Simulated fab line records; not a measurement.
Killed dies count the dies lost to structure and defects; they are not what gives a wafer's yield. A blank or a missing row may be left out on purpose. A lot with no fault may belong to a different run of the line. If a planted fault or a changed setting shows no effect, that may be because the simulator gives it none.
Matching of chambers :: flow nand-harc :: NHARC_A_STAIRCASE_CMP_152 on cmp-03: 4 sister chambers
The step polishes. 4 wafers are shown with their chamber, then 8 later ones without.

== WAFERS PAIRED WITH THEIR CHAMBERS ==
wafer: L085.6
chamber: 2
motor-current-A (A): 11.0

wafer: L086.1
chamber: 0
motor-current-A (A): 10.5

wafer: L086.3
chamber: 3
motor-current-A (A): 12.2

wafer: L090.4
chamber: 1
motor-current-A (A): 10.4

== WAFERS WHOSE CHAMBER IS MISSING ==
wafer: L090.5
motor-current-A (A): 12.7

wafer: L090.6
motor-current-A (A): 10.8

wafer: L087.1
motor-current-A (A): 10.9

wafer: L087.4
motor-current-A (A): 10.3

wafer: L087.6
motor-current-A (A): 10.8

wafer: L095.1
motor-current-A (A): 10.7

wafer: L095.2
motor-current-A (A): 12.4

wafer: L095.4
motor-current-A (A): 11.0

== EACH ONE'S CHAMBER ==
wafer: L090.5
from the rows above: 3
in truth: 3

wafer: L090.6
from the rows above: can't be placed: 2 or 0 or 1
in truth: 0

wafer: L087.1
from the rows above: can't be placed: 2 or 0 or 1
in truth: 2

wafer: L087.4
from the rows above: can't be placed: 1 or 0
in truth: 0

wafer: L087.6
from the rows above: can't be placed: 2 or 0 or 1
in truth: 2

wafer: L095.1
from the rows above: can't be placed: 0 or 1 or 2
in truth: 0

wafer: L095.2
from the rows above: 3
in truth: 3

wafer: L095.4
from the rows above: 2
in truth: 2
Correctly placed: 3 of 8. Cannot be placed on the basis of these rows: 5; the candidates contain the true chamber in 5. 0 placed wrongly.
How it was worked out, from the rows above alone: a wafer's distance from a chamber is the root of the sum, over the readings, of the square of ((its reading less the chamber's mean) divided by the reading's scatter). The wafer belongs to the nearest chamber; if the next one is less than 2 further off, it can't be placed. The mean given for a chamber averages the wafers shown for that chamber. The scatter: with one shown wafer a chamber, the root of the mean of the squares of how far each hidden wafer lies from its nearest shown one.
